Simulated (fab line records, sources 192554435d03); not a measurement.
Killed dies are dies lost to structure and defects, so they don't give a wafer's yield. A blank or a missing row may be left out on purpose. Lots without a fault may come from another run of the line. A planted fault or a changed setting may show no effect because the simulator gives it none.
Split-lot experiment | flow n5_finfet | 7 lots, 21 wafers read, on a route of 1938 steps

THE SPLIT
At N5_BEOL_M14_ETCH_68 (etches SOC in N2/H2, time 450 s), the setting time_s was moved away from the recipe's 450 s on 7 of the 21 wafers read, by -21.6% to +17.3%. The other wafers ran this setting at the recipe's value.

The reading is taken at the split's own step.

THE READING
SiARC_of_BEOL_M14_COAT_66.thk_nm (the simulator's own value, which no gauge read), in nm, at N5_BEOL_M14_ETCH_68 (etches SOC in N2/H2, time 450 s). The file gives no usual value for it. The 14 wafers here that ran the recipe average 65.3 nm, standard deviation 0.52 nm.

wafer  | tool, chamber at the split | time_s as run, s | against the recipe | SiARC_of_BEOL_M14_COAT_66.thk_nm, nm | against lot-mates on the recipe
L074.4 | rie_diel-06, 0             | 450              | recipe             | 65.6                                 | -
L074.5 | rie_diel-06, 0             | 359.8            | -20.0%             | 75                                   | +9.6
L074.6 | rie_diel-06, 1             | 450              | recipe             | 65.2                                 | -
L075.2 | rie_diel-01, 3             | 450              | recipe             | 65.8                                 | -
L075.3 | rie_diel-01, 2             | 450              | recipe             | 65                                   | -
L075.6 | rie_diel-01, 2             | 380.6            | -15.4%             | 72.4                                 | +7.0
L078.2 | rie_diel-06, 1             | 412.6            | -8.3%              | 68.6                                 | +3.3
L078.4 | rie_diel-06, 0             | 450              | recipe             | 65.2                                 | -
L078.6 | rie_diel-06, 0             | 450              | recipe             | 65.4                                 | -
L080.1 | rie_diel-06, 3             | 450              | recipe             | 65.4                                 | -
L080.4 | rie_diel-06, 0             | 527.8            | +17.3%             | 57.6                                 | -7.8
L080.5 | rie_diel-06, 3             | 527.8            | +17.3%             | 57.2                                 | -8.2
L084.3 | rie_diel-01, 3,2           | 450              | recipe             | 64.8                                 | -
L084.5 | rie_diel-01, 3,2           | 450              | recipe             | 64.8                                 | -
L084.4 | rie_diel-01, 0             | 450              | recipe             | 64                                   | -
L088.1 | rie_diel-01, 0,2           | 450              | recipe             | 65.8                                 | -
L088.3 | rie_diel-01, 0,2           | 450              | recipe             | 65.8                                 | -
L088.4 | rie_diel-01, 3             | 515.4            | +14.5%             | 61                                   | -4.8
L096.1 | rie_diel-04, 1             | 450              | recipe             | 66                                   | -
L096.2 | rie_diel-04, 3             | 450              | recipe             | 65                                   | -
L096.6 | rie_diel-04, 2             | 352.9            | -21.6%             | 75                                   | +9.5
Where a row lists several chambers, the file gives one row for several wafers and doesn't say which wafer went through which chamber.

THE FIT
A straight line over all 21 wafers: SiARC_of_BEOL_M14_COAT_66.thk_nm changes by -0.441 nm for each +1% of time_s; r = -0.99; the points scatter about the line by 0.7 nm.
The same after taking each lot's own level away (the mean of its wafers on the recipe; 21 wafers): -0.443 nm for each +1%; r = -0.99; scatter 0.51 nm.
On that fit, the largest move of time_s shifts the reading by 9.6 nm.
The lots' own levels span 64.53 to 65.80 nm, that is 2.5 times the standard deviation above.
So the lot-to-lot level changes the slope little: the two slopes agree.
Check: with one of the wafers moved furthest among these (-21.6%) left out of the fit, the line predicts +9.66 nm for it against its lot-mates. It came out at +9.5 nm against them.

OTHER SPLITS ON THESE WAFERS
These wafers also went through other splits before the reading. Each is held against what the fit with the lots' levels taken away leaves over:
other split on the same wafers | wafers away from the commonest value | r with SiARC_of_BEOL_M14_COAT_66.thk_nm (lot level and that fit taken away)
N5_BEOL_M11_COAT_22 spin_rpm   | 9                                    | -0.05
N5_BEOL_M11_EXPOSE_25 dose_mj  | 8                                    | -0.33
N5_BEOL_M12_PEB_08 peb_temp_c  | 7                                    | -0.09
N5_BEOL_M13_COAT_04 spin_rpm   | 7                                    | -0.08

THE FILE'S OWN FIT
SiARC_of_BEOL_M14_COAT_66.thk_nm changes by -0.44 nm for each +1% of time_s, r = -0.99.
